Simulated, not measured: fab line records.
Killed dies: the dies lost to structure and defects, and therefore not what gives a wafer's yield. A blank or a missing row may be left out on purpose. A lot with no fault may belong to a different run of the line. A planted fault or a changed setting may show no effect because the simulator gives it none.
fab line records | flow n5Finfet
record lots=4 | wafers=12 | lastDay=17
route steps=1938 shown HKMG_FIN@422 PASSIVATION@1936
lots untouched by any fault: they come from a run of this same line in which no faults occurred
startH: start of the lot's first displayed wafer, in hours after the record's first day | waitH: hours elapsed since this lot's preceding step | " the same as in the row above | L1.1+2: several wafers, shown together as one row | - no value, or no start given | * or withheld: withheld | < > ~ a bound
route shown NAME@n: a module of which the file shows steps, and the number in the route of the first | usual: mean/standard deviation of fault-free wafers | same: alike in all rows | chamber/n: place in a boat | sites: readings site by site | _std_site: standard deviation of those values | _edge_site: outer sites' mean less inner sites' | radiusMm: for every site, how far away it sits from the centre of the wafer | mask NAME#n: copy n | behind: the tool/chamber that last shaped the wafer | hold: reason for holding the lot/hours on hold/outcome of the hold | device: whichever transistor did not switch (one of n, p or np) | end of line: the same wafers' tests at the end of the route | a step with no rows: only its recipe | killed: not the wafer's yield, but the dies lost to structure and defects at the first sort | map: per-die view of a wafer (x killed, . not killed, _ where there is no die)
set.NAME: the setting the step ran with; set.NAME@STEP: the setting that earlier step ran with | model.NAME: the simulator's own value behind a step, which no gauge read
a table for each step, a row for each wafer; lots at some steps of the route
services: when a tool's chamber went out of use (startH, in hours from the record's first day, below 0 if earlier), for how many hours, and the reason
## steps
# step N5_HKMG_FIN_COAT_29
# recipe resist=SOC | tempC=250 | timeS=60 | spinRpm=1500 | resistThkNm=300
# step N5_HKMG_FIN_COAT_30
# recipe resist=SiARC | tempC=220 | timeS=60 | spinRpm=1500 | resistThkNm=35
# step N5_HKMG_FIN_COAT_06
# recipe resist=CAR-ArF | spinRpm=1500 | resistThkNm=90
# step N5_HKMG_FIN_EBR_08
# recipe solvent=PGMEA | ebrWidthMm=1.5
# step N5_HKMG_FIN_SOFTBAKE_07
# recipe tempC=110 | timeS=60 | resist=CAR-ArF
# step N5_HKMG_FIN_EXPOSE_09
# recipe maskId=NWFM | na=1.35 | sourceShape=conventional | sigmaOuter=0.8 | polarization=unpolarized | doseMj=39.25
# step N5_HKMG_FIN_PEB_10
# recipe pebTempC=withheld | pebTimeS=60 | resist=CAR-ArF
# step N5_HKMG_FIN_DEVELOP_11
# recipe developTimeS=30 | developer=TMAH | resist=CAR-ArF | devTempC=23 | rinseLiquid=diw | dry=airSpin
# step N5_HKMG_FIN_DESCUM_17
# recipe chemistry=O2 | timeS=7.9 | sourcePowerW=50 | biasPowerW=20 | pressureMtorr=20 | rfFrequencyHz=2.712e+07 | tempC=40 | resist=CAR-ArF | o2FlowSccm=225
# step N5_HKMG_FIN_ETCH_31
# recipe chemistry=CF4 | target=SiARC | targetDepthA=455 | maskMaterial=CAR-ArF | timeS=75.8 | ionEnergyEv=80 | pressureMtorr=40 | sourceW=545 | biasW=36 | Ar_flow_sccm=100 | cf4FlowSccm=100 | ends=cleared
# usual cf4FlowSccm=100.0/0.32 | drypumpMotorCurrentA=5.9/0.4 | etchRfOnTimeS=75.5/1.7 | oesProductAu=0.64/0.062 | rfFwdPowerW=539.4/2.6 | rfVppV=184.0/1.2 | showerheadPlenumPTorr=2.13/0.07 | throttleValvePct=15.63/0.18
lot.wafer | tool       | chamber | startH | waitH | cf4FlowSccm | drypumpMotorCurrentA | etchRfOnTimeS | oesProductAu | rfFwdPowerW | rfHoursCounterH | rfVppV | showerheadPlenumPTorr | throttleValvePct
L668.1    | rieDiel-02 | 2       | 125.86 | 0.0   | 100.2       | 5.8                  | 78.4          | 0.59         | 536.2       | 228             | 184.7  | 2.12                  | 15.89
L668.4    | "          | 1       | "      | "     | 100.1       | 5.4                  | 78.0          | 0.63         | 536.0       | -               | 185.5  | 2.23                  | 15.46
L668.6    | "          | 3       | "      | "     | 100.1       | 6.0                  | 75.0          | 0.76         | 539.2       | -               | 181.8  | 2.08                  | 15.53
L674.1    | rieDiel-02 | 3       | 161.14 | 0.0   | 100.1       | 6.0                  | 74.3          | 0.74         | 543.1       | 40              | 182.6  | 2.08                  | 15.55
L674.3    | "          | 0       | "      | "     | 100.3       | 6.3                  | 74.7          | 0.66         | 540.0       | 140             | 184.8  | 1.97                  | 15.68
L674.4    | "          | 2       | "      | "     | 99.9        | 5.8                  | 76.7          | 0.59         | 534.1       | 240             | 182.9  | 2.11                  | 15.92
L675.1    | rieDiel-02 | 3       | 170.91 | 0.0   | 100.1       | 5.9                  | 74.2          | 0.74         | 539.9       | 44              | 184.9  | 2.08                  | 15.56
L675.2    | "          | 0       | "      | "     | 99.7        | 6.3                  | 74.5          | 0.64         | 540.9       | 143             | 180.6  | 1.97                  | 15.67
L675.3    | "          | 2       | "      | "     | 99.7        | 5.8                  | 77.7          | 0.59         | 534.0       | 245             | 182.9  | 2.11                  | 15.91
L681.3    | rieDiel-03 | 1       | 205.73 | 0.0   | 100.1       | 6.3                  | 75.7          | 0.66         | 536.7       | 130             | 183.2  | 2.14                  | 15.63
L681.5    | "          | 1       | "      | "     | 99.6        | 6.3                  | 76.2          | 0.66         | 536.5       | -               | 183.9  | 2.14                  | 15.63
L681.6    | "          | 3       | "      | "     | 99.9        | 5.9                  | 72.5          | 0.63         | 542.3       | -               | 184.5  | 2.13                  | 15.49
# step N5_HKMG_FIN_ETCH_32
# recipe chemistry=N2/H2 | target=SOC | targetDepthA=2400 | tempC=40 | timeS=300 | ionEnergyEv=200 | maskMaterial=SiARC | pressureMtorr=30 | sourceW=840 | biasW=150 | n2FlowSccm=200 | h2FlowSccm=200
# step N5_HKMG_FIN_STRIP_33
# recipe chemistry=N2/H2 | tempC=40 | n2FlowSccm=200 | h2FlowSccm=200 | rfFrequencyHz=6e+07
# step N5_HKMG_FIN_STRIP_34
# recipe chemistry=CF4 | resist=SiARC | powerW=300 | biasPowerW=75 | pressureMtorr=50 | cf4FlowSccm=150 | rfFrequencyHz=6e+07
# step N5_HKMG_FIN_ETCH_35
# recipe chemistry=N2/H2 | target=SOC | targetDepthA=2158 | ionEnergyEv=65 | biasW=5 | sourceW=3000 | timeS=243.4 | pressureMtorr=30 | n2FlowSccm=200 | h2FlowSccm=200
# step N5_HKMG_FIN_STRIP_92
# recipe chemistry=N2/H2 | material=SOC | timeS=20 | powerW=500 | tempC=40 | pressureMtorr=50 | rfFrequencyHz=6e+07 | biasPowerW=8 | h2Frac=0.5 | n2FlowSccm=300 | h2FlowSccm=300
# step N5_HKMG_FIN_WET_ETCH_18
# recipe chemistry=SC1 | target=TiN | mix=1:1:5 | tempC=* | timeS=55 | targetDepthNm=5.2 | dry=ipaMarangoni | rinseTimeS=30 | rinseTempC=23
# step N5_HKMG_FIN_STRIP_19
# recipe chemistry=N2/H2 | powerW=2500 | tempC=300 | h2Frac=0.65 | timeS=360 | pressureMtorr=withheld | n2FlowSccm=1750 | h2FlowSccm=3250
# step N5_HKMG_FIN_ALD_91
# recipe material=TiN | targetThkA=10 | tempC=400 | aldPrecursorFamily=TiCl4 | aldCoReactant=NH3 | pulseTimeS=1 | purgeTimeS=3 | coReactantPurgeTimeS=2 | coReactantPulseTimeS=2 | aldCycles=47 | pressureTorr=3
# step N5_HKMG_FIN_COAT_85
# recipe resist=SOC | tempC=250 | timeS=60 | spinRpm=1500 | resistThkNm=300
# step N5_HKMG_FIN_ETCH_86
# recipe chemistry=N2/H2 | target=SOC | targetDepthA=3932 | stopOn=TiN | ionEnergyEv=100 | biasW=61 | pressureMtorr=30 | sourceW=850 | n2FlowSccm=200 | h2FlowSccm=200
# step N5_HKMG_FIN_STRIP_89
# recipe chemistry=N2/H2 | material=SOC | timeS=20 | powerW=500 | tempC=40 | pressureMtorr=50 | rfFrequencyHz=6e+07 | biasPowerW=8 | h2Frac=0.5 | n2FlowSccm=300 | h2FlowSccm=300
# step N5_HKMG_FIN_WET_ETCH_87
# recipe chemistry=SC1 | target=TiN | mix=1:2:40 | tempC=50 | timeS=154.2 | targetDepthNm=4.7 | dry=ipaMarangoni | rinseTimeS=30 | rinseTempC=23
# step N5_HKMG_FIN_STRIP_88
# recipe chemistry=N2/H2 | powerW=2500 | tempC=300 | h2Frac=0.65 | timeS=360 | pressureMtorr=withheld | n2FlowSccm=1750 | h2FlowSccm=3250
# step N5_HKMG_FIN_NWFM_ALD_20
# recipe material=TiAlC | targetThkA=20 | tempC=300 | aldPrecursorFamily=TiCl4 | aldCoReactant=TEA | pulseTimeS=3 | purgeTimeS=2 | coReactantPurgeTimeS=2 | coReactantPulseTimeS=10 | aldCycles=7 | pressureTorr=3
# step N5_HKMG_FIN_ALD_71
# recipe material=TiN | targetThkA=10 | tempC=400 | aldPrecursorFamily=TiCl4 | aldCoReactant=NH3 | pulseTimeS=1 | purgeTimeS=3 | coReactantPurgeTimeS=2 | coReactantPulseTimeS=2 | aldCycles=47 | pressureTorr=3
# step N5_HKMG_FIN_COAT_66
# recipe resist=SOC | tempC=250 | timeS=60 | spinRpm=1500 | resistThkNm=300
# step N5_HKMG_FIN_ETCH_67
# recipe chemistry=N2/H2 | target=SOC | targetDepthA=3889 | stopOn=TiN | ionEnergyEv=100 | biasW=61 | pressureMtorr=30 | sourceW=850 | n2FlowSccm=200 | h2FlowSccm=200
# step N5_HKMG_FIN_STRIP_90
# recipe chemistry=N2/H2 | material=SOC | timeS=20 | powerW=500 | tempC=40 | pressureMtorr=50 | rfFrequencyHz=6e+07 | biasPowerW=8 | h2Frac=0.5 | n2FlowSccm=300 | h2FlowSccm=300
# step N5_HKMG_FIN_WET_ETCH_73
# recipe chemistry=SC1 | mix=1:2:40 | tempC=50 | timeS=42.3 | targetDepthNm=1.3 | dry=ipaMarangoni | rinseTimeS=30 | rinseTempC=23
# step N5_HKMG_FIN_ETCHBACK_68
# recipe chemistry=Cl2/Ar | stopOn=HfO2 | targetDepthA=5 | pressureMtorr=10 | icpW=600 | biasW=60 | Cl2_flow_sccm=40 | Ar_flow_sccm=60
# step N5_HKMG_FIN_STRIP_69
# recipe chemistry=N2/H2 | powerW=2500 | tempC=300 | h2Frac=0.65 | timeS=360 | pressureMtorr=withheld | n2FlowSccm=1750 | h2FlowSccm=3250
# step N5_HKMG_FIN_ALD_21
# recipe material=TiN | targetThkA=15 | tempC=400 | aldPrecursorFamily=TiCl4 | aldCoReactant=NH3 | pulseTimeS=1 | purgeTimeS=3 | coReactantPurgeTimeS=2 | coReactantPulseTimeS=2 | aldCycles=68 | pressureTorr=3
# step N5_HKMG_FIN_ALD_72
# recipe material=W | targetThkA=20 | tempC=300 | pressureTorr=7.5 | aldPrecursorFamily=WF6 | aldCoReactant=B2H6 | pulseTimeS=1 | purgeTimeS=2 | coReactantPurgeTimeS=2 | coReactantPulseTimeS=3 | aldCycles=7
# step N5_HKMG_FIN_W_FILL_22
# recipe material=W | targetThkA=600 | tempC=400 | pressureTorr=39.4 | timeS=18.2
# step N5_HKMG_FIN_PRECLEAN_83
# recipe chemistry=DIW | timeS=57.5 | tempC=23
# step N5_HKMG_FIN_SRD_84
# recipe dryTimeS=32 | dry=n2Spin | spinRpm=1500
# step N5_HKMG_FIN_CMP_23
# recipe stopOn=SiNx | tOverpolishS=10 | postCmpClean=rinseOnly | downForcePsi=4 | platenRpm=50.289 | padVelocityMS=1.0006 | targetThkNm=46.326
# step N5_HKMG_FIN_CMP_94
# recipe stopOn=SiNx | postCmpClean=wDiluteNh4oh | tOverpolishS=4.7 | downForcePsi=4 | platenRpm=50.289 | padVelocityMS=1.0006 | targetThkNm=43.299
# step N5_PASSIVATION_PROBE_49
# usual defectLimitedYield=91.3/1.3 | killed_at_M0_to_M3=35/9.3 | killed_at_M4_up=14/5.2 | killedAtContacts=12/5.9 | killedAtFrontEnd=38/11 | killedAtOther=4/3.7 | killedDies=103/15 | killedOpen=67/12 | killedShort=34/8 | sort_bin_5_function=5.1/0.88 | sort_bin_6_memory=3.3/0.65 | sortNPass=1077/15 | sortYieldPct=91.3/1.3
# same grossDies=1180 | killedAtBackSide=0 | sort_bin_4_leakage[%]=0 | sort_bin_8_speed[%]=0
lot.wafer | tool      | chamber | startH | waitH | defectLimitedYield[%] | killed_at_M0_to_M3 | killed_at_M4_up | killedAtContacts | killedAtFrontEnd | killedAtOther | killedDies | killedOpen | killedShort | sort_bin_5_function[%] | sort_bin_6_memory[%] | sortNPass | sortYieldPct[%]
L674.4    | prober-02 | -       | 380.75 | 0.2   | 81.4                  | 44                 | 17              | 12               | 144              | 2             | 219        | 59         | 41          | 12.0                   | 3.6                  | 961       | 81.4
L675.3    | prober-02 | -       | 381.00 | 0.4   | 83.3                  | 27                 | 14              | 2                | 151              | 3             | 197        | 60         | 15          | 9.7                    | 4.7                  | 983       | 83.3
# killed by level:class
L674.4 HKMG_FIN:unspecified=118 BEOL_M0_SAQP:geometricParticle:open=18 BEOL_M0_SAQP:geometricParticle:short=13 FIN_SAQP:geometricParticle:short=7 MOL_CONTACT_COAG:geometricParticle:open=7 MOL_CONTACT_COAG:geometricParticle:short=5 BEOL_M4:geometricParticle:open=5 STI_FIN_REVEAL:geometricParticle:open=4
L675.3 HKMG_FIN:unspecified=120 BEOL_M3:geometricParticle:open=10 BEOL_M1:geometricParticle:open=8 FIN_SAQP:geometricParticle:short=6 FIN_SAQP:geometricParticle:open=6 DUMMY_GATE:geometricParticle:open=6 STI_FIN_REVEAL:geometricParticle:open=6 BEOL_M5:geometricParticle:open=5
# map L674.4 (x killed, . not)
_________________............________________
______________.x...............x_____________
___________.................x..x...__________
__________........x..x.............._________
________..x..x..x.......x............._______
_______...................x...........x______
______........................x.x...x.x._____
_____........x..x..x.xx........x.xx....x.____
____..........x....x.....x.............xx.___
___........................................__
___........................................__
__.....................................x...._
__.....xx.xx..x...........x...............x._
_....x.....x.........x.x..x..........x.......
_........x.x.x.....x...........x...xxx.....x.
_.....x.xxxx...x.....x.....x.............x...
_......xxxxxx..x.......x......x.........x....
_....xxxxxxxxxx.x...............x............
_...xxxxxxxxxxxxxxx................x........x
_..xxxxxxxxxxxxxxxxx....x.....x..............
_...xxxxxxxxxxxxxxx.........x..............x.
__...xxxxxxxxxxx.x.x...................x.x.._
__.x.xxxxxxxxxxxx..............x............_
___....xxxxxxxxxx...x.........x............__
___x....xxxx..xx..x.................x...x..__
____....xxxx.x..x....x....................___
_____..x..x..................x...........____
______.....x...x........................_____
_______......x.x.......................______
________.....xx.....x.......x.....x.x._______
__________..........x..x......xx...x_________
___________....x.............xx....__________
______________x...............x._____________
_________________.....x......________________
# map L675.3 (x killed, . not)
_________________...........x________________
______________.................._____________
___________........................__________
__________.............x............_________
________............x.......x........x_______
_______....................x...........______
______...........................x......_____
_____x.......x..x........x..........x....____
____......................................___
___................x.......................__
___.........................x.x............__
__..................................x....x.._
__......x..................................._
_.........x....x..x.........x.....x...x......
_....x...x.xx................................
_....xxx.xxxx.xx...x.............x...........
_......xxxxxxxxxxx.............x....x........
_..x..xxxxxxxxxxx.xx.........................
_...x.xxxxxxxxxx.x..x...x....................
_...xxxxxxxxxxxxxx.........x..x..............
_..xxxxxxxxxxxxxxx.x.........................
__x..xxxxxxxxxxxx....................x......_
__..x.xxxxxxxxxx.x....x.x.........x.......x._
___...xxxxxxxxxx..x.x.......x........x..x..__
___......x.xx..xxx..x....................x.__
____x.x.xxx.x...........x.................___
_____.x.......x...x...............x....x.____
______................x...x...........xx_____
_______................xx......x.......______
________...xx.x................x......_______
__________x.........x......x........_________
___________..x.............xx......__________
______________..............x..._____________
_________________.........xx.________________
## services
tool       | chamber | startH | hours | kind
rieDiel-02 | 2       | 188.84 | -     | clean
rieDiel-02 | 2       | 188.84 | -     | consumableReplace:focusRing
rieDiel-02 | 2       | 188.84 | 16.3  | scheduledDown
rieDiel-02 | 2       | 188.84 | 16.3  | ventCycle
rieDiel-03 | 2       | 203.59 | -     | clean
rieDiel-03 | 2       | 203.59 | -     | consumableReplace:focusRing
rieDiel-03 | 2       | 203.59 | 17.8  | scheduledDown
rieDiel-03 | 2       | 203.59 | 17.8  | ventCycle
## key
firstSign step=N5_PASSIVATION_PROBE_49 | reading=killedAtFrontEnd | direction=up | sigmas=10 | usual=38 | struck=148
effect step=N5_PASSIVATION_PROBE_49 | reading=killedDies | direction=up | sigmas=6.8 | usual=103 | struck=208
moreKillsBornAt N5_HKMG_FIN_ETCH_31@rieDiel-02=238
metAt N5_HKMG_FIN_ETCH_31
struckWafers L674.4,L675.3
onsetBetween 125.86 161.14
fault kind=chamberParticleSource | tool=rieDiel-02 | chamber=2 | onsetH=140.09 | steps=N5_HKMG_FIN_ETCH_31 | ratePerVisitCm2=0.85482 | endH=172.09
